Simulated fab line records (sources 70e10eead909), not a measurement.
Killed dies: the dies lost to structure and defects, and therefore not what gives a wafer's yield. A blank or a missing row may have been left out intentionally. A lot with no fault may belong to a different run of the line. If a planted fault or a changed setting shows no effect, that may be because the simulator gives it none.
One fault seen from 2 desks -- flow nand_harc -- every desk sees just its own numbers, and what lay behind them comes last

## THE DEFECT DESK
Per lot, the means of the sampled wafers with a number show what the inspections along the route counted. Marked OUT: a lot whose mean sits more than 4 standard deviations from the usual mean, which makes it out of limits; the brackets give that distance.
Columns: A = raw_defect_count at NHARC_A_CHANNEL_HOLE_D1_INSPECT_40, usual 56
lot,first seen here,A
L250,day 9 01:36,50
L252,day 9 07:40,61
L254,day 9 17:08,51
L257,day 10 03:05,48
L256,day 10 07:06,50
L258,day 11 01:06,65
L259,day 11 01:06,39
L260,day 11 19:07,53
L264,day 12 05:55,426 (+25) OUT
L269,day 13 08:57,70
L267,day 13 09:10,773 (+48) OUT
This desk's verdict: out of limits on L264, L267, starting with L264 at day 12 05:55 (raw_defect_count at NHARC_A_CHANNEL_HOLE_D1_INSPECT_40). L250, L252, L254, L257, L256, L258, L259, L260, L269 stayed within limits.

## TOOL OWNER'S DESK, har_etch-02
The tool's own readings at NHARC_A_CHANNEL_HOLE_D1_ETCH_25 (etches the open film in C4F8/O2/Ar, time 1040.2 s, target depth 1500 nm): means of the sampled wafers that have a number, for each lot that ran on this tool. Marked OUT: a lot whose mean sits more than 4 standard deviations from the usual mean, which makes it out of limits; the brackets give that distance.
Columns: A = drypump_motor_current_A at NHARC_A_CHANNEL_HOLE_D1_ETCH_25, usual 6.2 A; B = showerhead_plenum_p_Torr at NHARC_A_CHANNEL_HOLE_D1_ETCH_25, usual 3.68 Torr; C = throttle_valve_pct at NHARC_A_CHANNEL_HOLE_D1_ETCH_25, usual 32.234 %
lot,first seen here,A,B,C
L250,day 8 22:47,5.9,3.63,32.231
L254,day 9 14:19,6.1,3.63,32.231
L257,day 10 00:15,6.1,3.63,32.240
L256,day 10 04:17,5.6,3.61,32.224
L259,day 10 22:18,6.1,3.62,32.229
L264,day 12 02:36,6.1,3.61,32.229
L267,day 13 06:48,5.9,3.61,32.228
This desk's verdict: no lot among the 7 shows anything out of limits.

## TAKEN TOGETHER
The defect desk could have raised an alarm at day 12 05:55, on L264, L267.
The tool owner's desk saw nothing out of limits.
On record at the tool owner's desk: L264, L267, within its limits.
NHARC_A_CHANNEL_HOLE_D1_ETCH_25 was run on har_etch-02 by each of the lots named.

## WHAT HAD BEEN PUT IN BY THE SIMULATOR
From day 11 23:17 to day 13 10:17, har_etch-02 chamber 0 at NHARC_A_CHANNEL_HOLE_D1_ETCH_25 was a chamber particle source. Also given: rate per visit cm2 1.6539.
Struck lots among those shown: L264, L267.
Hours from the fault's start to each desk's first reading out of limits: the defect desk, 7.
